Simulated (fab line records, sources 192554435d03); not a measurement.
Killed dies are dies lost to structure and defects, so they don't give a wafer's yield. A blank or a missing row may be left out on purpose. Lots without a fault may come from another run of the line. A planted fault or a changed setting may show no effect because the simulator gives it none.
Which tool did it? | flow n5_finfet | 20 lots, 60 wafers sampled, at 6 steps of a route of 1938

WHAT THE GAUGES READ, wafer by wafer
The record holds no reading of a measuring or inspecting step that can be judged against a usual standard deviation.

WHICH TOOL RAN EACH LOT (tool, then ch and the chambers of the sampled wafers, then the start)
lot  | N5_MOL_CONTACT_COAG_DESCUM_45      | N5_MOL_CONTACT_COAG_ETCH_67        | N5_BEOL_M0_SAQP_PECVD_03        | N5_BEOL_M0_SAQP_SPACER1_ETCHBACK_99 | N5_BEOL_M0_SAQP_ETCH_106           | N5_BEOL_M0_SAQP_MANDREL2_REMOVE_110
L074 | rie_diel-05 ch 0,2,3, day 5 06:52  | rie_diel-05 ch 0,1,2, day 5 07:13  | pecvd-04 ch 0,1,2, day 5 13:27  | rie_diel-06 ch 0,1, day 5 16:05     | rie_diel-03 ch 0,1, day 5 17:00    | rie_si-02 ch 0,1,2, day 5 18:50
L075 | rie_diel-04 ch 0,1,2, day 5 07:47  | rie_diel-05 ch 1,2, day 5 08:08    | pecvd-04 ch 1,2, day 5 15:37    | rie_diel-06 ch 0,2,3, day 5 18:08   | rie_diel-06 ch 0,3, day 5 19:02    | rie_si-05 ch 0,1, day 5 19:58
L076 | rie_diel-05 ch 1,2, day 5 17:44    | rie_diel-02 ch 0,1, day 5 18:21    | pecvd-04 ch 0,2, day 5 23:44    | rie_diel-06 ch 0,1,3, day 6 01:54   | rie_diel-03 ch 0,1, day 6 02:49    | rie_si-02 ch 0,1,2, day 6 04:22
L077 | rie_diel-05 ch 1,3, day 5 20:38    | rie_diel-02 ch 1,2, day 5 21:16    | pecvd-02 ch 1,2, day 6 02:58    | rie_diel-06 ch 1,2, day 6 05:13     | rie_diel-06 ch 0,2, day 6 06:19    | rie_si-02 ch 0,1,3, day 6 07:15
L078 | rie_diel-02 ch 0,1, day 6 03:19    | rie_diel-04 ch 1,3, day 6 03:40    | pecvd-02 ch 0,2, day 6 09:44    | rie_diel-01 ch 1,3, day 6 11:55     | rie_diel-06 ch 0,3, day 6 13:02    | rie_si-02 ch 1,2,3, day 6 13:59
L079 | rie_diel-02 ch 1,2, day 6 09:35    | rie_diel-04 ch 1,3, day 6 10:01    | pecvd-04 ch 1,2, day 6 17:07    | rie_diel-03 ch 0,3, day 6 19:21     | rie_diel-06 ch 0,1,3, day 6 20:16  | rie_si-02 ch 0,1,3, day 6 22:14
L080 | rie_diel-04 ch 0,3, day 6 18:47    | rie_diel-05 ch 0,1,3, day 6 19:08  | pecvd-03 ch 0,1,2, day 7 01:56  | rie_diel-03 ch 0,2,3, day 7 04:30   | rie_diel-01 ch 0,2, day 7 05:24    | rie_si-02 ch 1,2,3, day 7 06:20
L081 | rie_diel-04 ch 0,3, day 7 03:26    | rie_diel-04 ch 0,1,3, day 7 03:50  | pecvd-03 ch 0,1,2, day 7 09:54  | rie_diel-06 ch 0,1, day 7 12:17     | rie_diel-03 ch 1,3, day 7 13:12    | rie_si-02 ch 0,2,3, day 7 14:14
L082 | rie_diel-05 ch 0,1,2, day 7 03:44  | rie_diel-05 ch 0,1,3, day 7 04:05  | pecvd-02 ch 1,2, day 7 13:29    | rie_diel-06 ch 2,3, day 7 16:41     | rie_diel-03 ch 0,2,3, day 7 17:35  | rie_si-03 ch 0,1,2, day 7 18:32
L083 | rie_diel-05 ch 0,2,3, day 7 09:30  | rie_diel-05 ch 0,1, day 7 09:52    | pecvd-03 ch 0,1,2, day 7 15:35  | rie_diel-01 ch 1,3, day 7 18:07     | rie_diel-01 ch 2,3, day 7 19:02    | rie_si-02 ch 0,1,2, day 7 20:02
L085 | rie_diel-02 ch 0,1,3, day 7 19:30  | rie_diel-04 ch 2,3, day 7 20:05    | pecvd-04 ch 0,2, day 8 02:07    | rie_diel-06 ch 0,2,3, day 8 04:12   | rie_diel-03 ch 0,1,3, day 8 05:34  | rie_si-03 ch 0,1, day 8 06:34
L086 | rie_diel-02 ch 0,1,2, day 8 03:10  | rie_diel-04 ch 1,3, day 8 03:32    | pecvd-03 ch 0,1, day 8 08:58    | rie_diel-03 ch 1,2,3, day 8 12:35   | rie_diel-01 ch 0,2,3, day 8 13:44  | rie_si-02 ch 1,2,3, day 8 19:27
L087 | rie_diel-05 ch 1,3, day 8 07:10    | rie_diel-05 ch 0,1,3, day 8 07:36  | pecvd-04 ch 0,1,2, day 8 13:41  | rie_diel-06 ch 0,2,3, day 8 20:01   | rie_diel-06 ch 0,1,2, day 8 21:04  | rie_si-03 ch 0,2, day 9 00:41
L089 | rie_diel-05 ch 1,2,3, day 9 04:05  | rie_diel-05 ch 0,1,2, day 9 04:26  | pecvd-03 ch 0,1, day 9 09:41    | rie_diel-03 ch 1,2, day 9 11:51     | rie_diel-03 ch 2,3, day 9 12:50    | rie_si-02 ch 1,2, day 9 13:47
L091 | rie_diel-05 ch 0,3, day 9 15:03    | rie_diel-02 ch 1,2,3, day 9 15:24  | pecvd-02 ch 0,1, day 9 20:47    | rie_diel-01 ch 0,1, day 9 23:04     | rie_diel-06 ch 1,3, day 10 00:01   | rie_si-05 ch 0,1, day 10 00:59
L093 | rie_diel-02 ch 1,2,3, day 9 21:49  | rie_diel-02 ch 0,1,3, day 9 22:10  | pecvd-03 ch 0,1,2, day 10 04:10 | rie_diel-06 ch 0,1,3, day 10 06:13  | rie_diel-03 ch 0,3, day 10 07:08   | rie_si-02 ch 1,3, day 10 08:10
L094 | rie_diel-04 ch 0,1,3, day 10 08:54 | rie_diel-04 ch 0,1, day 10 09:16   | pecvd-03 ch 0,2, day 10 15:02   | rie_diel-03 ch 0,1,3, day 10 17:34  | rie_diel-03 ch 0,1,3, day 10 19:21 | rie_si-03 ch 0,1,2, day 10 21:39
L095 | rie_diel-02 ch 0,3, day 10 12:49   | rie_diel-04 ch 0,1,3, day 10 13:10 | pecvd-03 ch 0,1,2, day 10 18:17 | rie_diel-06 ch 0,1, day 10 21:59    | rie_diel-03 ch 0,1, day 10 22:56   | rie_si-05 ch 1,2, day 10 23:52
L096 | rie_diel-02 ch 0,1,3, day 10 16:14 | rie_diel-04 ch 0,3, day 10 18:04   | pecvd-03 ch 1,2, day 11 01:38   | rie_diel-03 ch 0,3, day 11 03:54    | rie_diel-06 ch 1,3, day 11 04:48   | rie_si-05 ch 0,3, day 11 06:16
L097 | rie_diel-05 ch 0,2, day 10 20:19   | rie_diel-02 ch 0,1,3, day 10 20:40 | pecvd-04 ch 0,2, day 11 02:35   | rie_diel-03 ch 0,2,3, day 11 04:46  | rie_diel-03 ch 1,2,3, day 11 05:40 | rie_si-02 ch 2,3, day 11 06:56
- N5_MOL_CONTACT_COAG_DESCUM_45: chemistry O2, time 7 s.
- N5_MOL_CONTACT_COAG_ETCH_67: etches SOC in N2/H2, target depth 60 nm, overetch 21 nm, time 101.2 s.
- N5_BEOL_M0_SAQP_PECVD_03: deposits SiCN from 3MS/NH3, target thk 12 nm, time 21.1 s.
- N5_BEOL_M0_SAQP_SPACER1_ETCHBACK_99: etches SiO2 in CHF3/O2, target depth 15.4 nm, time 7.7 s.
- N5_BEOL_M0_SAQP_ETCH_106: etches SOC in N2/H2, stops on SiNx, target depth 150 nm.
- N5_BEOL_M0_SAQP_MANDREL2_REMOVE_110: chemistry HBr/Cl2/O2, target a-Si, stops on SiCN, bt time 10 s.

WHAT THE TOOLS THEMSELVES READ (means of the sampled wafers that have a number; where no wafer has one, the mark that the record gives instead)
N5_MOL_CONTACT_COAG_DESCUM_45. Usual: drypump_motor_current_A 5.8 A, standard deviation 0.47; oes_product_au 0.82 a.u., standard deviation 0.091; rf_vpp_V 243.4 V, standard deviation 1.4; showerhead_plenum_p_Torr 2.11 Torr, standard deviation 0.073; throttle_valve_pct 20.32 %, standard deviation 0.2.
lot  | tool        | drypump_motor_current_A (A) | oes_product_au (a.u.) | rf_vpp_V (V) | showerhead_plenum_p_Torr (Torr) | throttle_valve_pct (%) | flag
L074 | rie_diel-05 | 5.8                         | 0.88                  | 245.1        | 2.15                            | 20.37                  |
L075 | rie_diel-04 | 5.4                         | 0.78                  | 242.8        | 2.08                            | 20.23                  |
L076 | rie_diel-05 | 6.2                         | 0.77                  | 243.5        | 2.12                            | 20.59                  |
L077 | rie_diel-05 | 5.5                         | 0.90                  | 243.0        | 2.11                            | 20.34                  |
L078 | rie_diel-02 | 5.5                         | 0.84                  | 243.5        | 2.09                            | 20.25                  |
L079 | rie_diel-02 | 5.9                         | 0.85                  | 244.2        | 2.19                            | 20.21                  |
L080 | rie_diel-04 | 5.6                         | 0.69                  | 243.3        | 2.09                            | 20.25                  |
L081 | rie_diel-04 | 5.6                         | 0.69                  | 243.5        | 2.09                            | 20.25                  |
L082 | rie_diel-05 | 6.0                         | 0.83                  | 242.6        | 2.08                            | 20.45                  |
L083 | rie_diel-05 | 5.9                         | 0.84                  | 244.0        | 2.14                            | 20.38                  |
L085 | rie_diel-02 | 5.6                         | 0.84                  | 244.0        | 2.09                            | 20.20                  |
L086 | rie_diel-02 | 5.7                         | 0.80                  | 242.4        | 2.11                            | 20.28                  |
L087 | rie_diel-05 | 5.3                         | 0.88                  | 243.8        | 2.16                            | 20.31                  |
L089 | rie_diel-05 | 5.8                         | 0.80                  | 243.6        | 2.13                            | 20.47                  |
L091 | rie_diel-05 | 5.4                         | 0.89                  | 244.0        | 2.15                            | 20.26                  |
L093 | rie_diel-02 | 5.7                         | 0.84                  | 243.5        | 2.15                            | 20.19                  |
L094 | rie_diel-04 | 5.7                         | 0.83                  | 244.1        | 2.11                            | 20.22                  |
L095 | rie_diel-02 | 5.7                         | 0.82                  | 243.4        | 2.08                            | 20.15                  |
L096 | rie_diel-02 | 5.6                         | 0.80                  | 242.5        | 2.08                            | 20.23                  |
L097 | rie_diel-05 | 6.2                         | 0.96                  | 243.5        | 2.10                            | 20.33                  |

N5_MOL_CONTACT_COAG_ETCH_67. Usual: drypump_motor_current_A 5.8 A, standard deviation 0.47; oes_product_au 0.69 a.u., standard deviation 0.073; rf_vpp_V 524.7 V, standard deviation 2.4; showerhead_plenum_p_Torr 2.57 Torr, standard deviation 0.085; throttle_valve_pct 17.74 %, standard deviation 0.24.
lot  | tool        | drypump_motor_current_A (A) | oes_product_au (a.u.) | rf_vpp_V (V) | showerhead_plenum_p_Torr (Torr) | throttle_valve_pct (%) | flag
L074 | rie_diel-05 | 6.0                         | 0.72                  | 523.3        | 2.55                            | 17.91                  |
L075 | rie_diel-05 | 6.0                         | 0.70                  | 523.5        | 2.54                            | 17.94                  |
L076 | rie_diel-02 | 5.6                         | 0.67                  | 522.3        | 2.48                            | 17.70                  |
L077 | rie_diel-02 | 5.9                         | 0.72                  | 527.7        | 2.65                            | 17.54                  |
L078 | rie_diel-04 | 6.1                         | 0.67                  | 526.2        | 2.62                            | 17.75                  |
L079 | rie_diel-04 | 5.8                         | 0.72                  | 526.2        | 2.62                            | 17.66                  |
L080 | rie_diel-05 | 5.5                         | 0.76                  | 523.6        | 2.57                            | 17.74                  |
L081 | rie_diel-04 | 5.7                         | 0.64                  | 525.8        | 2.57                            | 17.65                  |
L082 | rie_diel-05 | 5.6                         | 0.75                  | 524.0        | 2.57                            | 17.74                  |
L083 | rie_diel-05 | 5.7                         | 0.74                  | 522.5        | 2.49                            | 17.78                  |
L085 | rie_diel-04 | 6.3                         | 0.60                  | 524.9        | 2.58                            | 17.88                  |
L086 | rie_diel-04 | 5.8                         | 0.70                  | 526.1        | 2.61                            | 17.70                  |
L087 | rie_diel-05 | 5.5                         | 0.73                  | 523.9        | 2.56                            | 17.76                  |
L089 | rie_diel-05 | 6.0                         | 0.68                  | 524.1        | 2.53                            | 17.95                  |
L091 | rie_diel-02 | 5.7                         | 0.71                  | 526.2        | 2.61                            | 17.58                  |
L093 | rie_diel-02 | 5.6                         | 0.68                  | 524.2        | 2.53                            | 17.68                  |
L094 | rie_diel-04 | 5.3                         | 0.73                  | 524.8        | 2.55                            | 17.46                  |
L095 | rie_diel-04 | 5.7                         | 0.69                  | 524.8        | 2.56                            | 17.57                  |
L096 | rie_diel-04 | 6.1                         | 0.64                  | 524.4        | 2.57                            | 17.65                  |
L097 | rie_diel-02 | 5.6                         | 0.67                  | 523.4        | 2.53                            | 17.70                  |

N5_BEOL_M0_SAQP_PECVD_03. Usual: showerhead_plenum_p_Torr 3.660 Torr, standard deviation 0.012; showerhead_vpp_V 857 V, standard deviation 38; throttle_valve_pct 9.0 %, standard deviation 0.42.
lot  | tool     | showerhead_plenum_p_Torr (Torr) | showerhead_vpp_V (V) | throttle_valve_pct (%) | flag
L074 | pecvd-04 | 3.664                           | 895                  | 9.2                    |
L075 | pecvd-04 | 3.657                           | 906                  | 9.2                    |
L076 | pecvd-04 | 3.672                           | 887                  | 9.2                    |
L077 | pecvd-02 | 3.671                           | 877                  | 8.8                    |
L078 | pecvd-02 | 3.657                           | 874                  | 8.9                    |
L079 | pecvd-04 | 3.653                           | 906                  | 9.1                    |
L080 | pecvd-03 | 3.654                           | 823                  | 8.8                    |
L081 | pecvd-03 | 3.658                           | 825                  | 8.8                    |
L082 | pecvd-02 | 3.670                           | 872                  | 9.1                    |
L083 | pecvd-03 | 3.656                           | 824                  | 8.8                    |
L085 | pecvd-04 | 3.667                           | 889                  | 9.2                    |
L086 | pecvd-03 | 3.655                           | 826                  | 8.9                    |
L087 | pecvd-04 | 3.661                           | 898                  | 9.2                    |
L089 | pecvd-03 | 3.647                           | 837                  | 9.1                    |
L091 | pecvd-02 | 3.668                           | 869                  | 9.5                    |
L093 | pecvd-03 | 3.653                           | 821                  | 8.9                    |
L094 | pecvd-03 | 3.660                           | 806                  | 8.7                    |
L095 | pecvd-03 | 3.651                           | 820                  | 8.8                    |
L096 | pecvd-03 | 3.655                           | 830                  | 8.8                    |
L097 | pecvd-04 | 3.669                           | 880                  | 8.6                    |

N5_BEOL_M0_SAQP_SPACER1_ETCHBACK_99. Usual: drypump_motor_current_A 5.6 A, standard deviation 0.56; oes_o_777_au 0.79 a.u., standard deviation 0.076; oes_product_au 0.78 a.u., standard deviation 0.086; rf_vpp_V 524 V, standard deviation 14; showerhead_plenum_p_Torr 2.41 Torr, standard deviation 0.07; throttle_valve_pct 18.87 %, standard deviation 0.24.
lot  | tool        | drypump_motor_current_A (A) | oes_o_777_au (a.u.) | oes_product_au (a.u.) | rf_vpp_V (V) | showerhead_plenum_p_Torr (Torr) | throttle_valve_pct (%) | flag
L074 | rie_diel-06 | 5.8                         | 0.77                | 0.76                  | 518          | 2.34                            | 19.00                  |
L075 | rie_diel-06 | 5.6                         | 0.84                | 0.85                  | 537          | 2.40                            | 18.72                  |
L076 | rie_diel-06 | 5.7                         | 0.78                | 0.77                  | 527          | 2.41                            | 18.89                  |
L077 | rie_diel-06 | 5.1                         | 0.81                | 0.80                  | 514          | 2.38                            | 18.73                  |
L078 | rie_diel-01 | 5.2                         | 0.74                | 0.73                  | 516          | 2.42                            | 18.86                  |
L079 | rie_diel-03 | 6.2                         | 0.70                | 0.69                  | 533          | 2.47                            | 18.86                  |
L080 | rie_diel-03 | 6.2                         | 0.70                | 0.69                  | 529          | 2.45                            | 19.00                  |
L081 | rie_diel-06 | 5.9                         | 0.76                | 0.75                  | 519          | 2.34                            | 19.01                  |
L082 | rie_diel-06 | 5.2                         | 0.86                | 0.88                  | 538          | 2.41                            | 18.53                  |
L083 | rie_diel-01 | 5.2                         | 0.73                | 0.72                  | 516          | 2.42                            | 18.88                  |
L085 | rie_diel-06 | 5.6                         | 0.81                | 0.83                  | 536          | 2.40                            | 18.75                  |
L086 | rie_diel-03 | 5.9                         | 0.77                | 0.77                  | 520          | 2.44                            | 18.96                  |
L087 | rie_diel-06 | 5.6                         | 0.81                | 0.82                  | 537          | 2.39                            | 18.76                  |
L089 | rie_diel-03 | 6.0                         | 0.82                | 0.81                  | 520          | 2.43                            | 18.82                  |
L091 | rie_diel-01 | 5.0                         | 0.72                | 0.72                  | 517          | 2.45                            | 18.99                  |
L093 | rie_diel-06 | 5.7                         | 0.75                | 0.75                  | 528          | 2.40                            | 18.95                  |
L094 | rie_diel-03 | 5.9                         | 0.84                | 0.85                  | 525          | 2.46                            | 18.75                  |
L095 | rie_diel-06 | 5.8                         | 0.74                | 0.73                  | 518          | 2.33                            | 19.05                  |
L096 | rie_diel-03 | 5.8                         | 0.78                | 0.78                  | 524          | 2.47                            | 18.88                  |
L097 | rie_diel-03 | 6.2                         | 0.87                | 0.87                  | 528          | 2.44                            | 18.78                  |

N5_BEOL_M0_SAQP_ETCH_106. Usual: drypump_motor_current_A 5.7 A, standard deviation 0.55; oes_product_au 0.78 a.u., standard deviation 0.091; rf_vpp_V 240.7 V, standard deviation 1.2; showerhead_plenum_p_Torr 2.55 Torr, standard deviation 0.078; throttle_valve_pct 17.78 %, standard deviation 0.2.
lot  | tool        | drypump_motor_current_A (A) | oes_product_au (a.u.) | rf_vpp_V (V) | showerhead_plenum_p_Torr (Torr) | throttle_valve_pct (%) | flag
L074 | rie_diel-03 | 6.0                         | 0.87                  | 241.4        | 2.62                            | 17.69                  |
L075 | rie_diel-06 | 6.0                         | 0.78                  | 239.7        | 2.50                            | 17.81                  |
L076 | rie_diel-03 | 6.2                         | 0.76                  | 241.3        | 2.62                            | 17.79                  |
L077 | rie_diel-06 | 5.8                         | 0.81                  | 239.6        | 2.45                            | 17.71                  |
L078 | rie_diel-06 | 6.1                         | 0.77                  | 240.4        | 2.50                            | 17.81                  |
L079 | rie_diel-06 | 5.7                         | 0.77                  | 240.7        | 2.53                            | 17.74                  |
L080 | rie_diel-01 | 5.5                         | 0.78                  | 240.8        | 2.55                            | 17.96                  |
L081 | rie_diel-03 | 5.6                         | 0.85                  | 242.0        | 2.61                            | 17.75                  |
L082 | rie_diel-03 | 6.2                         | 0.68                  | 240.9        | 2.58                            | 17.96                  |
L083 | rie_diel-01 | 5.9                         | 0.75                  | 238.9        | 2.48                            | 17.93                  |
L085 | rie_diel-03 | 5.9                         | 0.76                  | 241.9        | 2.62                            | 17.86                  |
L086 | rie_diel-01 | 5.7                         | 0.76                  | 240.5        | 2.51                            | 17.96                  |
L087 | rie_diel-06 | 5.4                         | 0.78                  | 239.0        | 2.47                            | 17.67                  |
L089 | rie_diel-03 | 5.8                         | 0.68                  | 241.0        | 2.58                            | 18.02                  |
L091 | rie_diel-06 | 5.5                         | 0.76                  | 241.6        | 2.60                            | 17.70                  |
L093 | rie_diel-03 | 6.1                         | 0.87                  | 241.9        | 2.62                            | 17.73                  |
L094 | rie_diel-03 | 5.9                         | 0.83                  | 242.5        | 2.61                            | 17.76                  |
L095 | rie_diel-03 | 6.2                         | 0.91                  | 241.9        | 2.60                            | 17.61                  |
L096 | rie_diel-06 | 5.3                         | 0.73                  | 240.9        | 2.55                            | 17.72                  |
L097 | rie_diel-03 | 5.9                         | 0.83                  | 241.4        | 2.57                            | 17.75                  |

N5_BEOL_M0_SAQP_MANDREL2_REMOVE_110. Usual: drypump_motor_current_A 5.4 A, standard deviation 0.5; he_backside_leak_sccm 3.0 sccm, standard deviation 0.3; oes_o_777_au 1.00 a.u., standard deviation 0.033; oes_product_au 0.994 a.u., standard deviation 0.016; throttle_valve_pct 36.63 %, standard deviation 0.22.
lot  | tool      | drypump_motor_current_A (A) | he_backside_leak_sccm (sccm) | oes_o_777_au (a.u.) | oes_product_au (a.u.) | throttle_valve_pct (%) | flag
L074 | rie_si-02 | 5.1                         | 3.1                          | 1.00                | 1.003                 | 36.69                  |
L075 | rie_si-05 | 5.5                         | 2.6                          | 0.98                | 0.990                 | 36.33                  |
L076 | rie_si-02 | 5.2                         | 3.1                          | 1.00                | 1.007                 | 36.68                  |
L077 | rie_si-02 | 5.6                         | 3.2                          | 1.00                | 1.007                 | 36.60                  |
L078 | rie_si-02 | 5.4                         | 3.0                          | 0.99                | 0.995                 | 36.64                  |
L079 | rie_si-02 | 5.5                         | 3.2                          | 1.00                | 1.007                 | 36.59                  |
L080 | rie_si-02 | 5.4                         | 3.1                          | 0.99                | 0.991                 | 36.64                  |
L081 | rie_si-02 | 5.3                         | 3.2                          | 0.98                | 1.005                 | 36.63                  |
L082 | rie_si-03 | 5.7                         | 2.9                          | 1.00                | 0.983                 | 36.66                  |
L083 | rie_si-02 | 5.2                         | 3.0                          | 1.00                | 1.009                 | 36.70                  |
L085 | rie_si-03 | 5.5                         | 3.0                          | 0.96                | 0.969                 | 36.67                  |
L086 | rie_si-02 | 5.4                         | 3.1                          | 0.98                | 0.995                 | 36.65                  |
L087 | rie_si-03 | 5.4                         | 2.7                          | 1.03                | 0.990                 | 36.41                  |
L089 | rie_si-02 | 5.3                         | 3.0                          | 1.00                | 0.983                 | 36.69                  |
L091 | rie_si-05 | 5.3                         | 2.5                          | 0.98                | 0.993                 | 36.32                  |
L093 | rie_si-02 | 5.7                         | 3.1                          | 0.99                | 0.994                 | 36.53                  |
L094 | rie_si-03 | 5.7                         | 2.9                          | 1.00                | 0.983                 | 36.67                  |
L095 | rie_si-05 | 5.6                         | 2.5                          | 0.98                | 1.003                 | 36.47                  |
L096 | rie_si-05 | 4.9                         | 2.9                          | 1.01                | 0.992                 | 36.70                  |
L097 | rie_si-02 | 5.2                         | 3.1                          | 0.97                | 0.991                 | 36.68                  |

THE ANSWER, worked out from the rows above alone
Rule: a lot is off if the mean of its wafers that have a number lies more than 3 standard deviations from the usual mean. A lot without any number at a reading at which 4 lots or more have one is off too. The other lots that the step has rows for count as sound. The gauges are gone through in route order, then the tools' own readings, and for those a lot's mean is taken as printed above. The first step at which some lot is off is used, and at that step the reading that is off furthest; a lot without a number counts as furthest.
No lot is off at any reading shown: from this, nothing can be told.

WHAT THE SIMULATOR HAD PUT IN
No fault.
